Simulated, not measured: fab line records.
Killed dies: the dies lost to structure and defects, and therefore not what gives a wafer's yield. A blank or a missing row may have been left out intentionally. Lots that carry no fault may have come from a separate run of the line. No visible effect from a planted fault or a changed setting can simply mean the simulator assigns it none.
fab line records    flow n5_finfet
[record] lots = 8  wafers = 24  last_day = 19
route steps=1938 shown BEOL_M4@1111 BEOL_M10@1533 BEOL_M11@1554 PASSIVATION@1936
lots that met no fault: taken from a fault-free run of the same line
start_h: the number of hours between the record's first day and the start of the first shown wafer of the lot    wait_h: hours since the lot's step before    " identical to the entry in the row above    L1.1+2: a single row standing in for several wafers    - no value present, or no start provided    * or withheld: withheld    < > ~ a bound
route shown NAME@n: NAME is a module with steps in the file, n the number in the route of the first one    usual: mean/standard deviation taken from wafers without a fault    same: alike in all rows    chamber/n: place in a boat    sites: readings site by site    _std_site: how widely they spread, as a standard deviation    _edge_site: mean of outer sites minus mean of inner sites    radius_mm: how far each site lies from the wafer's centre    mask NAME#n: copy n    behind: the last tool/chamber to shape the wafer    hold: cause of the lot's hold/its duration in hours/its outcome    device: names the non-switching transistor (n, p or np)    end of line: the route-end tests of the same wafers    where a step has no rows: the recipe by itself    killed: dies lost to structure and defects at the first sort, not the wafer's yield    map: dies across one wafer; x = killed, . = not, _ = none there
set.NAME: setting as actually run; set.NAME@STEP: the setting as run at that earlier step    model.NAME: the simulator's own value behind a step, which no gauge read
steps of the route over a sample of lots; a table a step, a row a wafer
services: when a tool's chamber went out of use (start_h, in hours from the record's first day, below 0 if earlier), for how many hours, and the reason
[[steps]]
[step N5_BEOL_M4_RC_MEAS_101]
[usual] DIBL_N = 36.0/1.9  DIBL_P = 35.6/2.2  IOFF_N = 0.15/0.031  IOFF_P = 0.19/0.032  ION_N = 668/11  ION_P = 455/7.2  SS_N = 71.5/0.65  SS_P = 73.4/0.64  VT_N = 251/3.6  VT_P = -253/3.3
lot.wafer  tool       chamber  start_h  wait_h  DIBL_N[mV/V]  DIBL_P[mV/V]  IOFF_N[nA/um]  IOFF_P[nA/um]  ION_N[uA/um]  ION_P[uA/um]  SS_N[mV/dec]  SS_P[mV/dec]  VT_N[mV]  VT_P[mV]
L740.2     prober-01  0        190.18   0.2     36.4          35.6          0.15           0.21           671           461           70.7          73.6          249       -249
L740.4     "          0        "        "       35.7          34.2          0.14           0.19           664           460           70.1          73.3          251       -251
L740.6     "          0        "        "       37.5          36.3          0.17           0.22           675           457           71.0          73.7          250       -250
L743.1     prober-02  0        226.65   0.0     38.1          37.8          0.20           0.23           685           463           71.4          73.6          241       -249
L743.5     "          0        "        "       36.1          36.1          0.16           0.20           676           459           71.4          73.3          251       -253
L743.6     "          0        "        "       35.0          33.9          0.15           0.17           665           453           71.7          72.9          251       -254
L746.1     prober-01  0        241.22   0.0     37.8          38.5          0.18           0.21           682           457           72.4          73.8          249       -252
L746.2     "          0        "        "       38.2          39.4          0.19           0.23           678           459           72.5          73.5          249       -253
L746.4     "          0        "        "       36.1          37.7          0.16           0.21           677           466           71.5          73.6          248       -252
L747.2     prober-01  0        246.14   0.2     35.6          33.8          0.12           0.16           663           451           71.1          72.4          253       -256
L747.3     "          0        "        "       35.2          34.4          0.12           0.16           653           453           70.9          73.9          254       -254
L747.4     "          0        "        "       37.1          36.4          0.16           0.20           662           452           71.8          73.0          251       -253
L750.3     prober-01  0        288.47   0.3     33.1          33.0          0.11           0.17           663           455           70.5          72.5          251       -254
L750.5     "          0        "        "       33.8          33.7          0.12           0.17           661           454           71.3          73.3          250       -253
L750.6     "          0        "        "       32.3          31.0          0.10           0.14           658           449           70.5          73.1          255       -256
L754.1     prober-02  0        297.91   0.0     38.4          38.4          0.19           0.22           677           462           70.7          74.3          246       -246
L754.3     "          0        "        "       37.1          36.7          0.15           0.20           670           460           71.2          72.8          252       -250
L754.6     "          0        "        "       35.3          34.2          0.12           0.16           670           461           70.6          72.8          252       -255
L756.4     prober-01  0        308.79   0.5     34.9          35.3          0.14           0.18           667           454           71.1          73.0          251       -253
L756.5     "          0        "        "       35.5          36.0          0.15           0.20           662           450           71.2          73.4          249       -248
L756.6     "          0        "        "       33.6          34.6          0.13           0.18           667           461           71.0          73.0          251       -252
L761.2     prober-02  0        325.97   0.2     38.4          38.5          0.20           0.25           679           460           72.8          73.9          247       -249
L761.3     "          0        "        "       35.8          34.8          0.15           0.20           679           463           71.7          73.3          251       -251
L761.6     "          0        "        "       36.5          36.0          0.17           0.22           675           465           72.1          74.1          250       -252
[step N5_BEOL_M10_DEP_56]
[recipe] material = SiCN  target_thk_a = 150  temp_c = withheld  precursor = 3MS/NH3  pressure_torr = 3  rf_w = 202  time_s = 26.5
[usual] showerhead_plenum_p_Torr = 3.659/0.013  throttle_valve_pct = 9.2/0.53
lot.wafer  tool      chamber  start_h  wait_h  showerhead_plenum_p_Torr  throttle_valve_pct
L740.2     pecvd-02  2        246.24   0.0     3.655                     8.5
L740.4     "         0        "        "       3.684                     9.8
L740.6     "         2        "        "       3.651                     8.1
L743.1     pecvd-01  2        278.05   0.0     3.665                     8.6
L743.5     "         0        "        "       3.652                     9.7
L743.6     "         1        "        "       3.652                     9.2
L747.2     pecvd-01  2        296.41   0.0     3.674                     8.6
L747.3     "         1        "        "       3.645                     8.9
L747.4     "         1        "        "       3.661                     9.1
L746.1     pecvd-01  0        298.08   0.0     3.648                     9.7
L746.2     "         1        "        "       3.662                     9.3
L746.4     "         2        "        "       3.676                     8.7
L750.3     pecvd-04  1        347.63   0.0     3.651                     10.2
L750.5     "         2        "        "       3.633                     8.8
L750.6     "         1        "        "       3.664                     10.1
L754.1     pecvd-01  1        352.44   0.0     3.660                     9.5
L754.3     "         2        "        "       3.685                     8.5
L754.6     "         1        "        "       3.650                     9.1
L756.4     pecvd-01  0        371.05   0.0     3.661                     9.4
L756.5     "         1        "        "       3.665                     9.3
L756.6     "         2        "        "       3.684                     8.6
L761.2     pecvd-01  2        391.34   0.0     3.663                     8.9
L761.3     "         1        "        "       3.651                     9.1
L761.6     "         1        "        "       3.653                     9.4
[step N5_BEOL_M10_INSPECT_58]
[recipe] inspect_instrument = darkfield  mode = post_dep
[usual] raw_defect_count = 72/21
lot.wafer  tool               chamber  start_h  wait_h  raw_defect_count
L740.2     defect_inspect-01  -        246.34   0.0     119
L740.4     "                  -        "        "       96
L740.6     "                  -        "        "       73
L743.1     defect_inspect-01  -        278.15   0.0     63
L743.5     "                  -        "        "       58
L743.6     "                  -        "        "       81
L747.2     defect_inspect-01  -        296.51   0.0     65
L747.3     "                  -        "        "       77
L747.4     "                  -        "        "       74
L746.1     defect_inspect-01  -        298.18   0.0     92
L746.2     "                  -        "        "       104
L746.4     "                  -        "        "       68
L750.3     defect_inspect-02  -        347.73   0.0     57
L750.5     "                  -        "        "       46
L750.6     "                  -        "        "       42
L754.1     defect_inspect-02  -        352.54   0.0     84
L754.3     "                  -        "        "       46
L754.6     "                  -        "        "       59
L756.4     defect_inspect-02  -        371.13   0.0     105
L756.5     "                  -        "        "       97
L756.6     "                  -        "        "       95
L761.2     defect_inspect-01  -        391.44   0.0     84
L761.3     "                  -        "        "       62
L761.6     "                  -        "        "       53
[step N5_BEOL_M11_ETCH_62]
[recipe] chemistry = N2/H2  target = SOC  target_depth_a = 1100  overetch_a = 220  mask_material = SiARC  temp_c = 40  time_s = 165  ion_energy_ev = 200  pressure_mtorr = 30  source_w = 840  bias_w = 150  n2_flow_sccm = 200  h2_flow_sccm = 200
[usual] drypump_motor_current_A = 5.6/0.49  oes_product_au = 0.70/0.082  rf_vpp_V = 524.5/2.7  showerhead_plenum_p_Torr = 2.55/0.094  throttle_valve_pct = 17.58/0.21
lot.wafer  tool         chamber  start_h  wait_h  drypump_motor_current_A  oes_product_au  rf_hours_counter_h  rf_vpp_V  showerhead_plenum_p_Torr  throttle_valve_pct
L740.2     rie_diel-02  1        248.96   0.0     6.4                      0.63            148                 520.9     2.43                      17.83
L740.4     "            1        "        "       6.4                      0.64            -                   522.1     2.43                      17.85
L740.6     "            2        "        "       5.6                      0.61            -                   525.5     2.62                      17.76
L743.1     rie_diel-05  2        280.30   0.0     5.6                      0.80            14                  529.1     2.70                      17.48
L743.5     "            2        "        "       5.6                      0.79            -                   528.7     2.70                      17.48
L743.6     "            0        "        "       5.6                      0.77            -                   522.3     2.49                      17.66
L747.2     rie_diel-03  0        300.39   0.0     5.1                      0.59            231                 525.5     2.60                      17.76
L747.3     "            2        "        "       5.7                      0.78            13                  525.4     2.60                      17.43
L747.4     "            1        "        "       6.3                      0.75            29                  522.9     2.48                      17.29
L746.1     rie_diel-03  3        300.69   0.0     5.2                      0.67            88                  523.8     2.57                      17.71
L746.2     "            0        "        "       5.1                      0.59            231                 526.1     2.60                      17.77
L746.4     "            1        "        "       6.4                      0.71            29                  522.9     2.48                      17.27
L750.3     rie_diel-05  2        351.26   0.0     5.6                      0.77            30                  528.9     2.69                      17.52
L750.5     "            0        "        "       5.6                      0.75            -                   522.5     2.48                      17.67
L750.6     "            3        "        "       5.0                      0.80            -                   525.7     2.57                      17.33
L754.1     rie_diel-05  1        354.14   0.0     5.4                      0.68            101                 526.0     2.67                      17.50
L754.3     "            2        "        "       5.6                      0.77            30                  526.1     2.69                      17.52
L754.6     "            2        "        "       5.6                      0.77            -                   528.1     2.69                      17.51
L756.4     rie_diel-02  1        375.18   0.1     6.5                      0.62            -                   520.7     2.41                      17.91
L756.5     "            2        "        "       5.6                      0.59            -                   527.3     2.61                      17.84
L756.6     "            3        "        "       6.0                      0.59            -                   519.1     2.37                      17.74
L761.2     rie_diel-03  2        394.83   0.0     5.7                      0.74            38                  527.0     2.59                      17.48
L761.3     "            3        "        "       5.2                      0.65            121                 524.0     2.56                      17.78
L761.6     "            0        "        "       5.1                      0.82            -                   525.3     2.59                      17.31
[step N5_BEOL_M11_HM_OPEN_17]
[recipe] chemistry = Cl2/BCl3  target_depth_a = 200  overetch_a = 60  target = TiN  mask_material = SOC  ion_energy_ev = 150  pressure_mtorr = 10  icp_w = 1000  bias_w = 126  Cl2_flow_sccm = 53.25  bcl3_flow_sccm = 21.75  Ar_flow_sccm = 25
[usual] drypump_motor_current_A = 5.9/0.59  mfc_cl2_sccm = 53.27/0.15  oes_ar_750_au = 0.78/0.087  oes_product_au = 0.67/0.061  throttle_valve_pct = 22.09/0.2
lot.wafer  tool          chamber  start_h  wait_h  drypump_motor_current_A  mfc_cl2_sccm  oes_ar_750_au  oes_product_au  rf_hours_counter_h  throttle_valve_pct
L740.2     rie_metal-02  1        249.15   0.0     5.6                      53.23         0.68           0.59            74                  22.44
L740.4     "             1        "        "       5.6                      53.26         0.68           0.59            -                   22.45
L740.6     "             1        "        "       5.6                      53.51         0.68           0.59            -                   22.43
L743.1     rie_metal-01  1        280.48   0.0     5.0                      53.52         0.74           0.64            51                  22.00
L743.5     "             1        "        "       5.0                      53.34         0.74           0.65            -                   22.00
L743.6     "             0        "        "       5.5                      53.49         0.74           0.65            -                   22.14
L747.2     rie_metal-03  1        300.58   0.0     6.7                      53.31         0.77           0.68            41                  21.99
L747.3     "             0        "        "       5.7                      53.21         0.83           0.74            -                   21.87
L747.4     "             1        "        "       6.7                      53.28         0.78           0.68            -                   21.99
L746.1     rie_metal-02  1        300.88   0.0     5.5                      53.46         0.67           0.59            78                  22.46
L746.2     "             0        "        "       6.5                      53.56         0.93           0.76            15                  21.95
L746.4     "             0        "        "       6.5                      53.65         0.92           0.48            -                   22.36
L750.3     rie_metal-01  0        351.48   0.1     5.5                      53.30         0.72           0.63            -                   22.16
L750.5     "             0        "        "       5.5                      53.29         0.72           0.62            -                   22.16
L750.6     "             1        "        "       5.0                      53.26         0.72           0.64            -                   22.02
L754.1     rie_metal-01  1        354.32   0.0     5.0                      53.19         0.73           0.63            56                  22.02
L754.3     "             0        "        "       5.5                      53.45         0.72           0.61            -                   22.16
L754.6     "             1        "        "       5.0                      53.28         0.73           0.63            -                   22.02
L756.4     rie_metal-01  0        375.33   0.1     5.5                      53.22         0.72           0.62            -                   22.17
L756.5     "             0        "        "       5.5                      53.44         0.72           0.62            -                   22.15
L756.6     "             1        "        "       5.0                      53.14         0.72           0.62            -                   22.03
L761.2     rie_metal-03  1        395.06   0.1     6.7                      53.12         0.75           0.66            47                  22.00
L761.3     "             0        "        "       5.8                      53.27         0.80           0.72            -                   21.90
L761.6     "             1        "        "       6.7                      53.08         0.76           0.66            -                   22.02
[step N5_BEOL_M11_CD_MEAS_18]
[recipe] pitch_nm = 140  target_cd_nm = 70
[usual] cd_nm = 70.0/0.66
lot.wafer  tool       chamber  start_h  wait_h  cd_nm
L740.2     cd_sem-03  -        249.36   0.1     68.6
L740.4     "          -        "        "       69.3
L740.6     "          -        "        "       69.3
L743.1     cd_sem-03  -        280.66   0.0     69.7
L743.5     "          -        "        "       69.4
L743.6     "          -        "        "       69.1
L747.2     cd_sem-01  -        300.76   0.1     70.7
L747.3     "          -        "        "       71.3
L747.4     "          -        "        "       70.9
L746.1     cd_sem-03  -        301.07   0.0     71.6
L746.2     "          -        "        "       70.7
L746.4     "          -        "        "       -
L750.3     cd_sem-02  -        351.63   0.1     69.5
L750.5     "          -        "        "       69.8
L750.6     "          -        "        "       68.7
L754.1     cd_sem-02  -        354.50   0.0     69.6
L754.3     "          -        "        "       70.2
L754.6     "          -        "        "       70.1
L756.4     cd_sem-01  -        375.48   0.1     70.5
L756.5     "          -        "        "       69.9
L756.6     "          -        "        "       70.8
L761.2     cd_sem-02  -        395.29   0.1     69.6
L761.3     "          -        "        "       69.7
L761.6     "          -        "        "       70.2
[step N5_BEOL_M11_CD_MEAS_28]
[recipe] target_cd_nm = 70  landing_energy_ev = 500  detector = se_inlens  polarity = opening
[usual] cd_nm = 70.1/1
lot.wafer  tool       chamber  start_h  wait_h  cd_nm
L740.2     cd_sem-03  0        251.73   -       71.8
L740.4     "          0        "        "       69.9
L740.6     "          0        "        "       70.9
L743.1     cd_sem-01  0        281.73   -       70.2
L743.5     "          0        "        "       69.9
L743.6     "          0        "        "       71.3
L746.1     cd_sem-01  0        302.78   -       70.7
L746.2     "          0        "        "       71.3
L746.4     "          0        "        "       70.4
L747.2     cd_sem-02  0        302.94   -       70.5
L747.3     "          0        "        "       70.0
L747.4     "          0        "        "       69.6
L750.3     cd_sem-01  0        356.85   -       72.7
L750.5     "          0        "        "       71.8
L750.6     "          0        "        "       70.4
L754.1     cd_sem-01  0        356.93   -       71.8
L754.3     "          0        "        "       70.1
L754.6     "          0        "        "       69.3
L756.4     cd_sem-03  0        377.39   -       70.5
L756.5     "          0        "        "       70.9
L756.6     "          0        "        "       70.8
L761.2     cd_sem-01  0        396.80   -       70.1
L761.3     "          0        "        "       71.3
L761.6     "          0        "        "       70.3
[step N5_BEOL_M11_OCD_MEAS_38]
[usual] trench_depth_nm = 148/3.2
lot.wafer  tool    chamber  start_h  wait_h  trench_depth_nm
L740.2     ocd-01  -        252.99   -       144
L740.4     "       -        "        "       147
L740.6     "       -        "        "       144
L743.1     ocd-02  -        282.31   -       149
L743.5     "       -        "        "       149
L743.6     "       -        "        "       150
L746.1     ocd-01  -        303.36   -       150
L746.2     "       -        "        "       149
L746.4     "       -        "        "       0
L747.2     ocd-01  -        303.82   -       150
L747.3     "       -        "        "       148
L747.4     "       -        "        "       149
L750.3     ocd-01  -        357.43   -       144
L750.5     "       -        "        "       145
L750.6     "       -        "        "       144
L754.1     ocd-02  -        357.90   -       144
L754.3     "       -        "        "       142
L754.6     "       -        "        "       144
L756.4     ocd-01  -        378.11   -       142
L756.5     "       -        "        "       141
L756.6     "       -        "        "       141
L761.2     ocd-02  -        397.79   -       150
L761.3     "       -        "        "       150
L761.6     "       -        "        "       150
[step N5_BEOL_M11_CD_MEAS_35]
[recipe] target_cd_nm = 70  polarity = opening
[usual] cd_nm = 70.0/0.67
lot.wafer  tool       chamber  start_h  wait_h  cd_nm
L740.2     cd_sem-01  -        253.16   0.0     69.1
L740.4     "          -        "        "       69.4
L740.6     "          -        "        "       69.2
L743.1     cd_sem-02  -        282.47   0.0     69.6
L743.5     "          -        "        "       69.3
L743.6     "          -        "        "       69.7
L746.1     cd_sem-01  -        303.51   0.0     71.4
L746.2     "          -        "        "       70.7
L746.4     "          -        "        "       -
L747.2     cd_sem-01  -        303.97   0.0     70.6
L747.3     "          -        "        "       71.5
L747.4     "          -        "        "       70.8
L750.3     cd_sem-03  -        357.58   0.0     69.5
L750.5     "          -        "        "       70.0
L750.6     "          -        "        "       69.3
L754.1     cd_sem-02  -        358.06   0.0     70.0
L754.3     "          -        "        "       70.0
L754.6     "          -        "        "       69.7
L756.4     cd_sem-01  -        378.26   0.0     70.9
L756.5     "          -        "        "       70.0
L756.6     "          -        "        "       71.4
L761.2     cd_sem-01  -        397.95   0.0     69.4
L761.3     "          -        "        "       69.5
L761.6     "          -        "        "       70.7
[step N5_PASSIVATION_PROBE_49]
[usual] defect_limited_yield = 91.3/1.4  killed_at_M0_to_M3 = 34/10  killed_at_M4_up = 14/5.5  killed_at_contacts = 12/6  killed_at_front_end = 40/10  killed_at_other = 3.0/2.4  killed_dies = 103/17  killed_on_rim = 13/4.3  killed_open = 68/13  killed_short = 34/7.8  sort_bin_5_function = 5.1/0.97  sort_bin_6_memory = 3.3/0.66  sort_n_pass = 1077/17  sort_yield_pct = 91.2/1.4
[same] gross_dies = 1180  killed_at_back_side = 0  sort_bin_4_leakage[%] = 0  sort_bin_8_speed[%] = 0
lot.wafer  tool       chamber  start_h  wait_h  defect_limited_yield[%]  killed_at_M0_to_M3  killed_at_M4_up  killed_at_contacts  killed_at_front_end  killed_at_other  killed_dies  killed_on_rim  killed_open  killed_short  sort_bin_5_function[%]  sort_bin_6_memory[%]  sort_n_pass  sort_yield_pct[%]
L746.1     prober-02  -        347.58   0.0     91.1                     32                  13               13                  42                   5                105          20             66           32            5.6                     2.5                   1075         91.1
L746.2     prober-02  -        347.63   0.1     93.8                     34                  7                10                  19                   3                73           8              49           24            3.6                     2.2                   1107         93.8
L746.4     prober-02  -        347.73   0.2     0.3                      27                  1102             11                  35                   2                1177         151            72           31            96.0                    3.4                   3            0.3
// killed by level:class
L746.1 STI_FIN_REVEAL:geometric_particle:open=15 BEOL_M1:geometric_particle:open=11 MOL_CONTACT_COAG:geometric_particle:open=11 BEOL_M0_SAQP:geometric_particle:short=8 BEOL_M0_SAQP:geometric_particle:open=7 FIN_SAQP:geometric_particle:short=5 STI_FIN_REVEAL:geometric_particle:short=4 HKMG_FIN:area_etch=4
L746.2 MOL_CONTACT_COAG:geometric_particle:open=9 BEOL_M0_SAQP:geometric_particle:open=8 BEOL_M1:geometric_particle:open=6 BEOL_M0_SAQP:geometric_particle:short=5 FIN_SAQP:geometric_particle:open=4 STI_FIN_REVEAL:geometric_particle:open=3 GATE_CUT:geometric_particle:open=3 BEOL_M0:geometric_particle:short=3
L746.4 BEOL_M11:area_etch=1074 STI_FIN_REVEAL:geometric_particle:open=13 BEOL_M4:geometric_particle:open=12 BEOL_M0_SAQP:geometric_particle:open=8 BEOL_M0_SAQP:geometric_particle:short=8 MOL_CONTACT_COAG:geometric_particle:open=7 STI_FIN_REVEAL:geometric_particle:short=6 BEOL_M3:geometric_particle:open=5
[[services]]
tool          chamber  start_h  hours  kind
rie_diel-02   1        229.90   7.5    repair
pecvd-01      2        236.31   2.1    scheduled_down
rie_metal-02  -        259.01   1.1    repair
rie_metal-02  1        266.96   4.9    repair
rie_diel-05   1        270.40   3.0    repair
rie_metal-03  1        272.82   4.8    repair
rie_diel-02   0        274.42   7.1    repair
rie_metal-02  0        284.47   3.0    repair
pecvd-04      -        288.42   33.3   repair
pecvd-02      -        297.46   0.3    repair
rie_metal-02  1        307.00   6.2    repair
pecvd-04      -        328.99   0.3    repair
rie_diel-05   1        330.57   3.3    repair
rie_diel-03   2        333.39   19.1   repair
rie_diel-05   -        333.75   0.4    repair
pecvd-04      0        344.54   23.9   repair
rie_diel-02   0        350.54   31.6   repair
rie_metal-03  1        351.35   12.2   repair
pecvd-02      -        369.11   3.9    repair
pecvd-04      -        382.97   0.7    repair
rie_diel-05   -        385.81   4.3    pm
rie_diel-03   -        388.37   4.3    pm
pecvd-02      -        388.53   28.1   pm
rie_diel-05   3        390.15   6.0    repair
[[key]]
[first_sign] step = N5_BEOL_M11_HM_OPEN_17  reading = oes_product_au  direction = down  sigmas = 3  usual = 0.67  struck = 0.48
[effect] step = N5_BEOL_M11_CD_MEAS_18  reading = cd_nm  direction = missing
[effect] step = N5_BEOL_M11_OCD_MEAS_38  reading = trench_depth_nm  direction = down  sigmas = 46  usual = 148  struck = 0
[effect] step = N5_BEOL_M11_CD_MEAS_35  reading = cd_nm  direction = missing
[effect] step = N5_PASSIVATION_PROBE_49  reading = killed_at_M4_up  direction = up  sigmas = 99+  usual = 14  struck = 1102
[more_kills_born_at] N5_BEOL_M11_ETCH_62@rie_diel-03 = 1074
met_at N5_BEOL_M11_ETCH_62
struck_lots L746
struck_wafers L746.4
later_rows_left_out L746.4
not_acting_at N5_BEOL_M10_DEP_56,N5_BEOL_M10_INSPECT_58,N5_BEOL_M11_CD_MEAS_28
onset_between 300.39 300.69
[fault] kind = process_parameter_drift  tool = rie_diel-03  chamber = 1  onset_h = 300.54  steps = N5_BEOL_M11_ETCH_62  channel = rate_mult  offset = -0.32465  shape = step  end_h = 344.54
// later_rows_left_out: the simulator's readings of these wafers behind a module that went badly wrong aren't trusted and aren't shown, but for the sort
